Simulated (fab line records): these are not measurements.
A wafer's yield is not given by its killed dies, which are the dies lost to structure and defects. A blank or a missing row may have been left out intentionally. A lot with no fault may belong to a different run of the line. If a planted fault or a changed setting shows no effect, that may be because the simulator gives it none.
Chamber matching :: flow n5 finfet :: N5_PASSIVATION_STRIP_34 on rie diel-04: 4 sister chambers
The step strips in O2. 4 wafers are shown with their chamber, then 6 later ones without.

EACH WAFER AND ITS CHAMBER
wafer: L380.6
chamber: 1
showerhead plenum p Torr (Torr): 2.15

wafer: L391.1
chamber: 2
showerhead plenum p Torr (Torr): 2.11

wafer: L393.1
chamber: 0
showerhead plenum p Torr (Torr): 2.09

wafer: L393.2
chamber: 3
showerhead plenum p Torr (Torr): 1.98

WAFERS WITHOUT THEIR CHAMBER
wafer: L393.3
showerhead plenum p Torr (Torr): 2.11

wafer: L396.4
showerhead plenum p Torr (Torr): 1.97

wafer: L396.5
showerhead plenum p Torr (Torr): 2.10

wafer: L396.6
showerhead plenum p Torr (Torr): 2.08

wafer: L401.2
showerhead plenum p Torr (Torr): 2.09

wafer: L401.3
showerhead plenum p Torr (Torr): 2.13

CHAMBER TAKEN BY EACH
wafer: L393.3
from the rows above: can't be placed: 2 or 0
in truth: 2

wafer: L396.4
from the rows above: 3
in truth: 3

wafer: L396.5
from the rows above: can't be placed: 2 or 0
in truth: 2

wafer: L396.6
from the rows above: can't be placed: 0 or 2
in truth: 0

wafer: L401.2
from the rows above: can't be placed: 0 or 2
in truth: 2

wafer: L401.3
from the rows above: can't be placed: 1 or 2 or 0
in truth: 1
Placed correctly: 1 of 6. From these rows, 5 cannot be placed; in 5 the true chamber is one of the candidates. Wrongly placed: 0.
How it was worked out, from the rows above alone: a wafer's distance from a chamber is the root of the sum, over the readings, of the square of ((its reading less the chamber's mean) divided by the reading's scatter). If the next closest chamber is less than 2 further off than the closest, the wafer can't be placed; otherwise it belongs to the closest. For every chamber, the mean is computed from those of its wafers that are shown. The scatter: with one shown wafer a chamber, the root of the mean of the squares of how far each hidden wafer lies from its nearest shown one.
